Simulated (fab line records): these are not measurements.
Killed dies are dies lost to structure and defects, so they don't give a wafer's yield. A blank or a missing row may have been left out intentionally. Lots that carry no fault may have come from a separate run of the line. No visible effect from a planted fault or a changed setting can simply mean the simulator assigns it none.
Which tool is to blame?	flow n5-finfet	24 lots with 72 wafers sampled at 6 steps, on a route of 1938 steps

== WHAT THE GAUGES READ, wafer by wafer ==
N5_BEOL_M2_INSPECT_30: inspects for defects (brightfield).
lot	measured	on	raw-defect-count
L074	day 6 17:55	defect-inspect-01	538 365 459
L075	day 6 21:52	defect-inspect-02	349 324 355
L076	day 7 04:38	defect-inspect-01	439 472 364
L077	day 7 19:07	defect-inspect-01	269 292 330
L078	day 7 19:54	defect-inspect-02	492 397 358
L079	day 8 01:11	defect-inspect-02	341 408 413
L080	day 8 06:04	defect-inspect-02	268 301 337
L081	day 8 09:39	defect-inspect-01	397 401 355
L082	day 8 13:35	defect-inspect-01	442 274 497
L083	day 9 02:27	defect-inspect-01	369 373 354
L084	day 9 08:44	defect-inspect-02	334 524 471
L085	day 9 14:42	defect-inspect-02	532 596 459
L087	day 9 23:25	defect-inspect-02	362 416 333
L086	day 10 07:11	defect-inspect-01	480 418 516
L088	day 10 08:24	defect-inspect-02	384 353 296
L089	day 10 17:02	defect-inspect-02	532 483 452
L090	day 10 17:07	defect-inspect-02	493 623 530
L091	day 11 00:22	defect-inspect-02	496 545 508
L092	day 11 07:03	defect-inspect-02	617 276 380
L093	day 11 07:08	defect-inspect-02	295 260 312
L094	day 11 20:43	defect-inspect-02	420 440 571
L095	day 12 09:33	defect-inspect-02	516 314 378
L097	day 12 10:23	defect-inspect-01	515 360 265
L096	day 12 10:37	defect-inspect-02	463 435 484

N5_BEOL_M2_OCD_MEAS_38.
lot	measured	on	trench-depth-nm (nm)
L074	day 7 00:08	ocd-01	56.2 54.3 54.5
L075	day 7 01:18	ocd-01	55.1 53.0 54.8
L076	day 7 08:40	ocd-01	58.2 57.6 54.4
L077	day 7 23:32	ocd-02	55.9 58.3 57.2
L078	day 7 21:06	ocd-01	57.9 53.6 53.6
L079	day 8 03:24	ocd-01	53.7 57.0 58.3
L080	day 9 00:38	ocd-02	57.2 53.7 54.7
L081	day 8 18:29	ocd-01	57.8 57.3 57.9
L082	day 9 01:30	ocd-02	55.0 58.1 57.6
L083	day 9 06:17	ocd-01	55.9 58.6 57.0
L084	day 9 10:04	ocd-02	56.5 57.3 55.6
L085	day 9 16:42	ocd-01	56.9 54.7 54.2
L087	day 10 03:16	ocd-01	54.2 54.7 55.0
L086	day 10 11:46	ocd-02	57.5 54.8 57.3
L088	day 10 16:35	ocd-02	55.9 57.2 56.8
L089	day 10 23:19	ocd-02	56.0 54.5 53.9
L090	day 10 19:41	ocd-02	57.6 54.6 58.1
L091	day 11 08:18	ocd-02	54.6 56.2 54.4
L092	day 12 01:30	ocd-01	56.2 54.6 56.2
L093	day 11 08:50	ocd-02	55.0 57.8 52.5
L094	day 12 08:36	ocd-01	52.6 56.6 57.4
L095	day 12 14:44	ocd-01	56.7 58.2 57.8
L097	day 12 14:56	ocd-02	55.6 54.0 56.0
L096	day 12 19:48	ocd-01	54.9 56.1 55.7

== WHICH TOOL RAN EACH LOT (tool, then ch and the chambers of the sampled wafers, then the start) ==
lot	N5_BEOL_M1_SPUTTER_90	N5_BEOL_M1_SPUTTER_94	N5_BEOL_M2_DESCUM_16	N5_BEOL_M2_ETCH_77
L074	pvd-sputter-02, day 6 12:14	pvd-sputter-02, day 6 12:41	rie-diel-01 ch 1,2,3, day 6 17:04	rie-diel-01 ch 0,3, day 6 18:03
L075	pvd-sputter-03, day 6 18:31	pvd-sputter-03, day 6 18:57	rie-diel-01 ch 1,2,3, day 6 20:59	rie-diel-02 ch 0,2, day 6 21:55
L076	pvd-sputter-01, day 6 18:52	pvd-sputter-01, day 6 19:19	rie-diel-01 ch 0,2, day 6 23:16	rie-diel-02 ch 1,2,3, day 7 04:42
L077	pvd-sputter-01, day 7 13:53	pvd-sputter-01, day 7 14:19	rie-diel-01 ch 2,3, day 7 18:17	rie-diel-06 ch 0,1,3, day 7 19:19
L078	pvd-sputter-03, day 7 15:48	pvd-sputter-03, day 7 16:14	rie-diel-06 ch 0,1,3, day 7 19:04	rie-diel-01 ch 0,2,3, day 7 19:58
L079	pvd-sputter-03, day 7 19:55	pvd-sputter-03, day 7 20:22	rie-diel-02 ch 0,3, day 8 00:20	rie-diel-06 ch 0,1, day 8 01:15
L080	pvd-sputter-02, day 8 01:37	pvd-sputter-02, day 8 02:04	rie-diel-06 ch 2,3, day 8 05:13	rie-diel-01 ch 0,1,2, day 8 06:09
L081	pvd-sputter-02, day 8 06:07	pvd-sputter-02, day 8 06:34	rie-diel-02 ch 1,2,3, day 8 08:49	rie-diel-01 ch 0,2, day 8 09:43
L082	pvd-sputter-01, day 8 09:29	pvd-sputter-01, day 8 09:56	rie-diel-01 ch 0,1,2, day 8 12:44	rie-diel-02 ch 0,2,3, day 8 13:40
L083	pvd-sputter-02, day 8 20:32	pvd-sputter-02, day 8 20:58	rie-diel-06 ch 1,2, day 9 01:28	rie-diel-02 ch 0,1, day 9 02:34
L084	pvd-sputter-01, day 9 02:41	pvd-sputter-01, day 9 03:08	rie-diel-02 ch 1,2,3, day 9 07:47	rie-diel-01 ch 0,2,3, day 9 08:49
L085	pvd-sputter-01, day 9 09:16	pvd-sputter-01, day 9 09:43	rie-diel-01 ch 0,2,3, day 9 13:44	rie-diel-06 ch 0,3, day 9 14:46
L087	pvd-sputter-02, day 9 18:04	pvd-sputter-02, day 9 18:31	rie-diel-06 ch 1,2,3, day 9 22:29	rie-diel-01 ch 1,2,3, day 9 23:29
L086	pvd-sputter-02, day 10 01:44	pvd-sputter-02, day 10 02:10	rie-diel-02 ch 0,1,3, day 10 06:13	rie-diel-02 ch 0,2,3, day 10 07:19
L088	pvd-sputter-01, day 10 02:37	pvd-sputter-01, day 10 03:04	rie-diel-02 ch 0,2,3, day 10 07:23	rie-diel-02 ch 0,1,2, day 10 08:28
L089	pvd-sputter-03, day 10 10:46	pvd-sputter-03, day 10 11:12	rie-diel-02 ch 0,3, day 10 16:02	rie-diel-06 ch 0,2,3, day 10 17:07
L090	pvd-sputter-01, day 10 11:04	pvd-sputter-01, day 10 11:31	rie-diel-06 ch 0,1,2, day 10 16:16	rie-diel-06 ch 1,2,3, day 10 17:13
L091	pvd-sputter-01, day 10 18:59	pvd-sputter-01, day 10 19:25	rie-diel-02 ch 0,1,3, day 10 23:29	rie-diel-02 ch 0,3, day 11 00:28
L092	pvd-sputter-03, day 11 01:11	pvd-sputter-03, day 11 01:38	rie-diel-02 ch 0,1, day 11 06:13	rie-diel-02 ch 1,2,3, day 11 07:16
L093	pvd-sputter-03, day 11 03:02	pvd-sputter-03, day 11 03:28	rie-diel-06 ch 0,1,2, day 11 06:16	rie-diel-01 ch 0,1,2, day 11 07:18
L094	pvd-sputter-03, day 11 16:46	pvd-sputter-03, day 11 17:12	rie-diel-02 ch 0,2,3, day 11 19:47	rie-diel-01 ch 0,1,2, day 11 20:52
L095	pvd-sputter-02, day 12 05:29	pvd-sputter-02, day 12 05:56	rie-diel-01 ch 0,1, day 12 08:43	rie-diel-06 ch 0,1,3, day 12 09:37
L097	pvd-sputter-03, day 12 06:46	pvd-sputter-03, day 12 07:13	rie-diel-02 ch 0,3, day 12 09:33	rie-diel-06 ch 0,2,3, day 12 10:28
L096	pvd-sputter-01, day 12 06:53	pvd-sputter-01, day 12 07:19	rie-diel-01 ch 0,2,3, day 12 09:38	rie-diel-06 ch 0,3, day 12 10:40
- N5_BEOL_M1_SPUTTER_90: material Cu, target thk 4.5 nm, time 8.29 s.
- N5_BEOL_M1_SPUTTER_94: material Cu, target thk 4.5 nm, time 8.29 s.
- N5_BEOL_M2_DESCUM_16: chemistry O2, time 7 s.
- N5_BEOL_M2_ETCH_77: etches underlayer in N2/H2, target depth 6.5 nm, time 5.2 s.

== WHAT THE TOOLS THEMSELVES READ (means of the sampled wafers that have a number; where no wafer has one, the mark that the record gives instead) ==
N5_BEOL_M1_SPUTTER_90.
lot	tool	throttle-valve-pct (%)
L074	pvd-sputter-02	29.5
L075	pvd-sputter-03	30.9
L076	pvd-sputter-01	28.8
L077	pvd-sputter-01	28.6
L078	pvd-sputter-03	30.8
L079	pvd-sputter-03	31.3
L080	pvd-sputter-02	29.1
L081	pvd-sputter-02	29.6
L082	pvd-sputter-01	29.4
L083	pvd-sputter-02	30.2
L084	pvd-sputter-01	28.7
L085	pvd-sputter-01	28.7
L087	pvd-sputter-02	29.3
L086	pvd-sputter-02	28.4
L088	pvd-sputter-01	30.0
L089	pvd-sputter-03	30.8
L090	pvd-sputter-01	29.2
L091	pvd-sputter-01	28.6
L092	pvd-sputter-03	30.8
L093	pvd-sputter-03	30.8
L094	pvd-sputter-03	29.9
L095	pvd-sputter-02	28.5
L097	pvd-sputter-03	30.1
L096	pvd-sputter-01	30.4

N5_BEOL_M1_SPUTTER_94.
lot	tool	throttle-valve-pct (%)
L074	pvd-sputter-02	29.7
L075	pvd-sputter-03	30.6
L076	pvd-sputter-01	29.0
L077	pvd-sputter-01	28.7
L078	pvd-sputter-03	30.9
L079	pvd-sputter-03	31.1
L080	pvd-sputter-02	29.3
L081	pvd-sputter-02	29.5
L082	pvd-sputter-01	29.6
L083	pvd-sputter-02	30.3
L084	pvd-sputter-01	28.7
L085	pvd-sputter-01	28.7
L087	pvd-sputter-02	29.2
L086	pvd-sputter-02	28.5
L088	pvd-sputter-01	30.0
L089	pvd-sputter-03	30.7
L090	pvd-sputter-01	29.0
L091	pvd-sputter-01	28.6
L092	pvd-sputter-03	30.7
L093	pvd-sputter-03	30.8
L094	pvd-sputter-03	29.8
L095	pvd-sputter-02	28.5
L097	pvd-sputter-03	30.0
L096	pvd-sputter-01	30.3

N5_BEOL_M2_DESCUM_16.
lot	tool	drypump-motor-current-A (A)	oes-product-au (a.u.)	rf-vpp-V (V)	showerhead-plenum-p-Torr (Torr)	throttle-valve-pct (%)
L074	rie-diel-01	5.61	0.70	242.9	2.06	20.45
L075	rie-diel-01	5.61	0.70	241.9	2.05	20.45
L076	rie-diel-01	5.81	0.80	241.8	2.05	20.46
L077	rie-diel-01	5.61	0.70	241.9	2.00	20.41
L078	rie-diel-06	5.64	0.83	242.2	2.08	20.51
L079	rie-diel-02	6.06	0.77	243.3	2.11	20.38
L080	rie-diel-06	5.24	0.86	242.6	2.06	20.54
L081	rie-diel-02	5.66	0.85	243.7	2.11	20.08
L082	rie-diel-01	5.68	0.86	242.7	2.07	20.36
L083	rie-diel-06	5.71	0.89	244.3	2.19	20.26
L084	rie-diel-02	5.67	0.83	242.8	2.11	20.08
L085	rie-diel-01	5.70	0.85	242.9	2.11	20.31
L087	rie-diel-06	5.45	0.86	243.7	2.13	20.42
L086	rie-diel-02	5.88	0.82	243.7	2.13	20.25
L088	rie-diel-02	5.80	0.80	242.1	2.07	20.24
L089	rie-diel-02	6.06	0.74	243.1	2.10	20.41
L090	rie-diel-06	5.59	0.81	242.4	2.11	20.51
L091	rie-diel-02	5.89	0.80	244.4	2.13	20.26
L092	rie-diel-02	5.82	0.85	244.0	2.13	20.24
L093	rie-diel-06	5.63	0.81	243.5	2.11	20.52
L094	rie-diel-02	5.80	0.79	243.3	2.07	20.26
L095	rie-diel-01	5.57	0.85	242.3	2.09	20.28
L097	rie-diel-02	6.05	0.74	242.8	2.09	20.44
L096	rie-diel-01	5.68	0.82	243.7	2.10	20.36

N5_BEOL_M2_ETCH_77.
lot	tool	bias-w (W)	drypump-motor-current-A (A)	etch-rf-on-time-s (s)	oes-product-au (a.u.)	rf-vpp-V (V)	showerhead-plenum-p-Torr (Torr)	throttle-valve-pct (%)
L074	rie-diel-01	150.2	5.63	4.86	0.71	522.3	2.48	17.93
L075	rie-diel-02	149.8	5.77	5.16	0.75	524.2	2.58	17.82
L076	rie-diel-02	150.1	5.67	5.27	0.73	525.7	2.59	17.49
L077	rie-diel-06	149.8	5.66	5.18	0.71	524.2	2.53	17.92
L078	rie-diel-01	150.1	5.69	5.10	0.66	521.5	2.45	17.84
L079	rie-diel-06	150.4	5.79	5.16	0.67	522.6	2.52	17.93
L080	rie-diel-01	150.2	5.68	4.99	0.75	523.1	2.53	17.89
L081	rie-diel-01	150.1	5.81	5.21	0.68	522.1	2.46	17.84
L082	rie-diel-02	150.5	5.80	5.21	0.69	525.0	2.54	17.68
L083	rie-diel-02	150.1	5.84	5.13	0.74	525.9	2.64	17.86
L084	rie-diel-01	149.7	5.68	5.13	0.74	524.5	2.55	17.70
L085	rie-diel-06	150.5	5.41	5.33	0.68	520.4	2.45	18.14
L087	rie-diel-01	149.9	5.64	5.17	0.76	524.2	2.60	17.66
L086	rie-diel-02	149.7	5.81	5.21	0.68	522.9	2.53	17.72
L088	rie-diel-02	149.8	5.63	5.22	0.73	526.3	2.61	17.71
L089	rie-diel-06	150.2	5.38	5.22	0.69	523.2	2.48	18.03
L090	rie-diel-06	150.1	5.47	5.10	0.73	524.7	2.57	17.79
L091	rie-diel-02	150.1	5.99	5.11	0.67	524.6	2.56	17.87
L092	rie-diel-02	150.0	5.67	5.31	0.68	525.0	2.57	17.57
L093	rie-diel-01	150.1	5.71	5.05	0.70	522.2	2.52	17.95
L094	rie-diel-01	149.6	5.68	5.10	0.70	522.3	2.52	17.97
L095	rie-diel-06	150.4	5.65	5.23	0.67	524.5	2.51	17.97
L097	rie-diel-06	150.0	5.38	5.29	0.67	524.2	2.47	18.03
L096	rie-diel-06	150.0	5.57	5.31	0.63	520.3	2.42	18.20

== THE ANSWER, worked out from the rows above alone ==
Rule: usual is defined by the lots themselves. The widest of any qualifying gaps counts: lots, ordered by their means at a reading, are off when they make up no more than a third of the lots, leave a main group of 4 or more, and stand apart from it by 3 or more times the standard deviation of that group's means. The tables above print the reading to a certain number of digits; a main group whose means all agree to those digits is not used. Also off: a lot with no number at a reading for which 4 or more lots have one. All remaining lots with rows at the step are treated as sound. Order of review: gauges by route order, followed by the tools' own readings, for which a lot's mean as printed above is used. At the first step where some lot is off, the reading lying furthest off is the one used; lots without a number count as furthest.
None of the lots is off at any reading shown; this tells nothing.

== WHAT THE SIMULATOR HAD INSERTED ==
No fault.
